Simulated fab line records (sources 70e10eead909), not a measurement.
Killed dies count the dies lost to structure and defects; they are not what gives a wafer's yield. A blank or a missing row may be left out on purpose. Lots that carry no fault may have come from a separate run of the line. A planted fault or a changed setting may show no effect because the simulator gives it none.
The tool behind it: which one? :: flow nand harc :: Sampling: 12 lots, 36 wafers, 3 of 1302 route steps

WHAT THE GAUGES READ, wafer by wafer
NHARC_A_CONTACT_CD_MEAS_53.
lot: L075
measured: day 22 08:40
on: cd sem-03
cd nm (nm): 289.6 289.5 289.8

lot: L076
measured: day 22 22:08
on: cd sem-01
cd nm (nm): 289.8 289.0 289.3

lot: L079
measured: day 23 06:35
on: cd sem-03
cd nm (nm): 288.7 288.9 288.9

lot: L081
measured: day 24 15:46
on: cd sem-03
cd nm (nm): 290.3 290.1 290.6

lot: L084
measured: day 25 13:15
on: cd sem-03
cd nm (nm): 288.9 288.9 288.8

lot: L085
measured: day 26 03:38
on: cd sem-02
cd nm (nm): 289.3 289.5 289.2

lot: L087
measured: day 26 12:26
on: cd sem-01
cd nm (nm): 289.9 289.8 289.9

lot: L088
measured: day 27 11:53
on: cd sem-01
cd nm (nm): 289.7 290.1 289.9

lot: L090
measured: day 28 19:21
on: cd sem-03
cd nm (nm): 290.5 290.5 289.9

lot: L092
measured: day 29 13:27
on: cd sem-02
cd nm (nm): 288.7 288.5 289.3

lot: L094
measured: day 30 06:59
on: cd sem-03
cd nm (nm): 290.0 289.8 290.2

lot: L097
measured: day 31 13:05
on: cd sem-03
cd nm (nm): 288.2 288.2 288.0

WHICH TOOL RAN EACH LOT (tool, then ch and the chambers of the sampled wafers, then the start)
lot: L075
NHARC_A_CONTACT_DESCUM_47: rie diel-03 ch 1,2,3, day 22 03:33
NHARC_A_CONTACT_ETCH_116: har cap etch-02 ch 0,1, day 22 06:14

lot: L076
NHARC_A_CONTACT_DESCUM_47: rie diel-03 ch 0,3, day 22 15:58
NHARC_A_CONTACT_ETCH_116: har cap etch-01 ch 0,1, day 22 19:04

lot: L079
NHARC_A_CONTACT_DESCUM_47: rie diel-11 ch 0,1,3, day 22 22:32
NHARC_A_CONTACT_ETCH_116: har cap etch-02 ch 1, day 23 04:03

lot: L081
NHARC_A_CONTACT_DESCUM_47: rie diel-04 ch 1,2,3, day 24 10:40
NHARC_A_CONTACT_ETCH_116: har cap etch-03 ch 0,1, day 24 13:22

lot: L084
NHARC_A_CONTACT_DESCUM_47: rie diel-03 ch 2,3, day 25 07:47
NHARC_A_CONTACT_ETCH_116: har cap etch-03 ch 0,1, day 25 10:53

lot: L085
NHARC_A_CONTACT_DESCUM_47: rie diel-03 ch 1,2,3, day 25 22:31
NHARC_A_CONTACT_ETCH_116: har cap etch-01 ch 0,1, day 26 01:17

lot: L087
NHARC_A_CONTACT_DESCUM_47: rie diel-03 ch 1,2,3, day 26 07:20
NHARC_A_CONTACT_ETCH_116: har cap etch-03 ch 0,1, day 26 10:02

lot: L088
NHARC_A_CONTACT_DESCUM_47: rie diel-11 ch 0,2,3, day 27 06:39
NHARC_A_CONTACT_ETCH_116: har cap etch-01 ch 0,1, day 27 09:29

lot: L090
NHARC_A_CONTACT_DESCUM_47: rie diel-04 ch 1,2,3, day 28 13:23
NHARC_A_CONTACT_ETCH_116: har cap etch-01 ch 0,1, day 28 16:23

lot: L092
NHARC_A_CONTACT_DESCUM_47: rie diel-11 ch 0,1, day 29 08:16
NHARC_A_CONTACT_ETCH_116: har cap etch-02 ch 0,1, day 29 11:03

lot: L094
NHARC_A_CONTACT_DESCUM_47: rie diel-11 ch 0,1,3, day 30 01:55
NHARC_A_CONTACT_ETCH_116: har cap etch-02 ch 0,1, day 30 04:35

lot: L097
NHARC_A_CONTACT_DESCUM_47: rie diel-03 ch 1,2,3, day 31 08:00
NHARC_A_CONTACT_ETCH_116: har cap etch-03 ch 1, day 31 10:42
- NHARC_A_CONTACT_DESCUM_47: chemistry O2, time 3 s.
- NHARC_A_CONTACT_ETCH_116: etches the open film in C4F8/O2/Ar, time 190 s, target depth 1850 nm.

THE ANSWER, worked out from the rows above alone
Rule: the lots themselves supply what counts as usual. The widest of any qualifying gaps counts: lots, ordered by their means at a reading, are off when they make up no more than a third of the lots, leave a main group of 4 or more, and stand apart from it by 3 or more times the standard deviation of that group's means. A main group whose means are all the same, to the digits that the tables above print for the reading, isn't used. A lot without any number at a reading at which 4 lots or more have one is off too. Where the step has rows for the other lots, those lots are counted as sound.
None of the lots is off at any reading shown; this tells nothing.

WHAT THE SIMULATOR HAD INSERTED
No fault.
